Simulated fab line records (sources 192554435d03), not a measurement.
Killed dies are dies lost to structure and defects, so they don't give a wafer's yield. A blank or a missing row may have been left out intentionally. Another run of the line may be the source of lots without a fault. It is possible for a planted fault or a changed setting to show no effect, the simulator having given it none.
Which tool is to blame? -- flow n5_finfet -- 12 lots with 36 wafers sampled at 2 steps, on a route of 1938 steps

## WHAT EACH GAUGE READ, for each wafer
N5_PASSIVATION_CD_MEAS_30: target cd 4000 nm.
lot,measured,on,cd_nm (nm)
L132,day 12 01:41,cd_sem-03,3998.5 3997.0 3999.2
L134,day 13 04:56,cd_sem-02,4000.1 3999.5 3997.7
L135,day 13 09:31,cd_sem-01,4002.4 4000.8 4000.6
L137,day 14 01:02,cd_sem-03,4004.3 4001.0 4001.4
L136,day 13 22:59,cd_sem-02,3999.5 3999.5 3999.5
L141,day 14 19:29,cd_sem-02,3998.4 3997.0 3997.8
L143,day 15 13:27,cd_sem-02,4001.3 4000.7 3998.7
L148,day 16 19:16,cd_sem-03,3998.5 3997.2 3998.7
L149,day 16 19:42,cd_sem-01,3999.4 4000.4 3997.9
L153,day 18 03:47,cd_sem-02,3999.3 4002.6 3999.8
L154,day 18 12:43,cd_sem-02,4000.9 4001.0 4000.9
L155,day 19 06:16,cd_sem-03,4000.2 3999.7 3999.1

## WHAT TOOL EACH LOT RAN ON (gives the tool, then ch and the chambers of the sampled wafers, and finally the start)
lot,N5_HKMG_FIN_ALD_91
L132,"ald_metal-02 ch 0,2,3, day 4 05:07"
L134,"ald_metal-04 ch 1,2,3, day 4 15:44"
L135,"ald_metal-02 ch 0,1,2, day 5 01:49"
L137,"ald_metal-02 ch 0,1,2, day 5 10:16"
L136,"ald_metal-02 ch 0,1,3, day 5 12:22"
L141,"ald_metal-02 ch 1,2,3, day 6 13:26"
L143,"ald_metal-02 ch 1,2, day 7 02:00"
L148,"ald_metal-03 ch 0,1, day 8 10:32"
L149,"ald_metal-04 ch 1,2,3, day 8 13:28"
L153,"ald_metal-04 ch 0,2,3, day 9 14:44"
L154,"ald_metal-04 ch 0,1,2, day 9 18:31"
L155,"ald_metal-04 ch 1,3, day 10 00:53"
- N5_HKMG_FIN_ALD_91: deposits TiN, target thk 1 nm, pulse time 1 s, purge time 3 s.

## WHAT THE TOOLS THEMSELVES READ (means of the sampled wafers that have a number; where no wafer has one, the mark that the record gives instead)
N5_HKMG_FIN_ALD_91.
lot,tool,heater_power_w (W),precursor_pulse_height_rel
L132,ald_metal-02,886,0.986
L134,ald_metal-04,882,0.991
L135,ald_metal-02,920,0.994
L137,ald_metal-02,902,1.000
L136,ald_metal-02,887,1.003
L141,ald_metal-02,860,0.988
L143,ald_metal-02,901,0.998
L148,ald_metal-03,856,1.002
L149,ald_metal-04,872,1.012
L153,ald_metal-04,848,0.994
L154,ald_metal-04,807,1.006
L155,ald_metal-04,881,1.013

## THE ANSWER, worked out from the rows above alone
Rule: usual is defined by the lots themselves. Put in order of their means at a reading, lots are off if they are a third of the lots or fewer, leave a main group of 4 or more, and stand apart from it by a gap of 3 or more times the standard deviation of the main group's means; of several such gaps the widest counts. Not used: any main group whose means are identical at the precision the tables above print for the reading. Also off: a lot with no number at a reading for which 4 or more lots have one. All remaining lots with rows at the step are treated as sound. Order of review: gauges by route order, followed by the tools' own readings, for which a lot's mean as printed above is used. The first step at which some lot is off is used, and at that step the reading that is off furthest; a lot without a number counts as furthest.
No lot is off on any of the readings shown, so nothing can be concluded from this.

## WHAT THE SIMULATOR HAD PUT IN
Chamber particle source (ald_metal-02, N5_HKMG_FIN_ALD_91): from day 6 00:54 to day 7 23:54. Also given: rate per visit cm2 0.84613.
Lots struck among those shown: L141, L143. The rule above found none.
